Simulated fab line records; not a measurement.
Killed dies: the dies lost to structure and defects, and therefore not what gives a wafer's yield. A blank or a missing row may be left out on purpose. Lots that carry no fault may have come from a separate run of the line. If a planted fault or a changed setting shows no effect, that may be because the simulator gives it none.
Chamber matching / flow n5_finfet / 4 sister chambers for N5_BEOL_M1_STRIP_19 on rie_diel-04
The step strips in O2. 8 wafers are shown with their chamber, then 7 later ones without.

WAFERS WITH THEIR CHAMBER
wafer=L079.2; chamber=2; showerhead_plenum_p_Torr (Torr)=2.19; drypump_motor_current_A (A)=5.5
wafer=L079.6; chamber=3; showerhead_plenum_p_Torr (Torr)=1.98; drypump_motor_current_A (A)=5.7
wafer=L085.5; chamber=3; showerhead_plenum_p_Torr (Torr)=1.98; drypump_motor_current_A (A)=5.7
wafer=L090.1; chamber=1; showerhead_plenum_p_Torr (Torr)=2.01; drypump_motor_current_A (A)=6.7
wafer=L090.4; chamber=0; showerhead_plenum_p_Torr (Torr)=2.09; drypump_motor_current_A (A)=6.1
wafer=L090.5; chamber=1; showerhead_plenum_p_Torr (Torr)=2.01; drypump_motor_current_A (A)=6.6
wafer=L093.1; chamber=0; showerhead_plenum_p_Torr (Torr)=2.08; drypump_motor_current_A (A)=6.1
wafer=L093.4; chamber=2; showerhead_plenum_p_Torr (Torr)=2.18; drypump_motor_current_A (A)=5.5

WAFERS WITHOUT THEIR CHAMBER
wafer=L093.6; showerhead_plenum_p_Torr (Torr)=2.18; drypump_motor_current_A (A)=5.5
wafer=L095.3; showerhead_plenum_p_Torr (Torr)=2.23; drypump_motor_current_A (A)=5.6
wafer=L095.5; showerhead_plenum_p_Torr (Torr)=2.00; drypump_motor_current_A (A)=6.6
wafer=L095.6; showerhead_plenum_p_Torr (Torr)=2.08; drypump_motor_current_A (A)=6.1
wafer=L096.1; showerhead_plenum_p_Torr (Torr)=2.08; drypump_motor_current_A (A)=6.1
wafer=L096.3; showerhead_plenum_p_Torr (Torr)=2.23; drypump_motor_current_A (A)=5.7
wafer=L096.5; showerhead_plenum_p_Torr (Torr)=2.23; drypump_motor_current_A (A)=5.6

WHICH CHAMBER EACH ONE RAN IN
wafer=L093.6; from the rows above=2; in truth=2
wafer=L095.3; from the rows above=2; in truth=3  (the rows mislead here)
wafer=L095.5; from the rows above=1; in truth=1
wafer=L095.6; from the rows above=0; in truth=0
wafer=L096.1; from the rows above=0; in truth=0
wafer=L096.3; from the rows above=2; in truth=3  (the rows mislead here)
wafer=L096.5; from the rows above=2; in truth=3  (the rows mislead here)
4 of 7 placed correctly. Number that these rows cannot place: 0. 3 placed wrongly.
How it was worked out, from the rows above alone: a wafer's distance from a chamber is the root of the sum, over the readings, of the square of ((its reading less the chamber's mean) divided by the reading's scatter). If the next closest chamber is less than 2 further off than the closest, the wafer can't be placed; otherwise it belongs to the closest. A chamber's mean is the mean of its shown wafers. The scatter: take each reading less its chamber's mean, square it, sum over the shown wafers, divide by the number of wafers less the number of chambers, and take the root.
